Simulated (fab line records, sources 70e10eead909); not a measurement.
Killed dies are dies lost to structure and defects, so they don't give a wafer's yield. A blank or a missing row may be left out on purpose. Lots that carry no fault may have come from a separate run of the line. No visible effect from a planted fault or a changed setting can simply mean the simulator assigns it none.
Matching of chambers	flow nandHarc	NHARC_A_CONTACT_ETCH_90 on rieDiel-01: 4 sister chambers
The step etches the open film in CH3F/O2, target depth 40 nm, time 85.7 s. 24 wafers are shown with their chamber, then 12 later ones without.

## WAFERS PAIRED WITH THEIR CHAMBERS
wafer	chamber	showerheadPlenumPTorr (Torr)	drypumpMotorCurrentA (A)	rfVppV (V)
L076.1	2	2.57	5.68	246.6
L076.4	0	2.50	6.17	245.9
L076.6	1	2.56	5.83	245.1
L077.1	1	2.56	5.86	245.8
L077.2	0	2.50	6.17	243.2
L077.6	2	2.57	5.71	246.2
L074.1	2	2.57	5.68	246.6
L074.4	3	2.27	5.69	242.6
L074.6	2	2.57	5.70	245.1
L080.3	0	2.50	6.18	244.3
L080.4	2	2.57	5.67	245.6
L080.5	3	2.27	5.72	242.0
L081.1	2	2.57	5.70	245.8
L081.2	3	2.27	5.66	241.6
L081.6	2	2.57	5.68	246.0
L082.1	3	2.27	5.68	241.3
L082.5	1	2.56	5.87	245.6
L082.6	0	2.50	6.17	245.8
L084.3	2	2.56	5.69	245.9
L084.5	0	2.50	6.17	245.4
L084.6	3	2.27	5.70	240.2
L088.1	1	2.56	5.89	245.5
L088.3	0	2.50	6.16	245.4
L088.4	3	2.27	5.66	241.8

SIGNATURES (means of the wafers above)
reading	chamber 0	chamber 1	chamber 2	chamber 3	scatter within a chamber
showerheadPlenumPTorr	2.5000	2.5600	2.5687	2.2700	0.00209
drypumpMotorCurrentA	6.1700	5.8625	5.6887	5.6850	0.0175
rfVppV	245.000	245.500	245.975	241.583	0.734
Rule: a wafer lies at a distance from a chamber equal to the root of the sum of squares, over the readings, of (its reading less the chamber's mean, divided by the reading's scatter). The wafer belongs to the nearest chamber; if the next one is less than 2 further off, it can't be placed. The scatter: the root of (the sum of the squares of (reading less its chamber's mean) over the shown wafers, divided by (wafers less chambers)).

## WAFERS WHOSE CHAMBER IS MISSING
wafer	showerheadPlenumPTorr (Torr)	drypumpMotorCurrentA (A)	rfVppV (V)
L091.1	2.56	5.70	245.1
L091.2	2.27	5.67	241.5
L091.3	2.50	6.16	245.8
L096.1	2.56	5.67	245.1
L096.3	2.55	5.86	245.8
L096.4	2.27	5.67	240.2
L093.2	2.49	6.18	245.4
L093.4	2.55	5.88	245.3
L093.6	2.56	5.67	244.9
L097.1	2.56	5.69	245.3
L097.4	2.49	6.19	244.5
L097.5	2.55	5.99	245.2

## THE CHAMBER EACH PASSED THROUGH
wafer	from the rows above	in truth
L091.1	2	2
L091.2	3	3
L091.3	0	0
L096.1	2	2
L096.3	1	1
L096.4	3	3
L093.2	0	0
L093.4	1	1
L093.6	2	2
L097.1	2	2
L097.4	0	0
L097.5	1	1
Correctly placed: 12 of 12. From these rows, 0 cannot be placed. 0 placed wrongly.
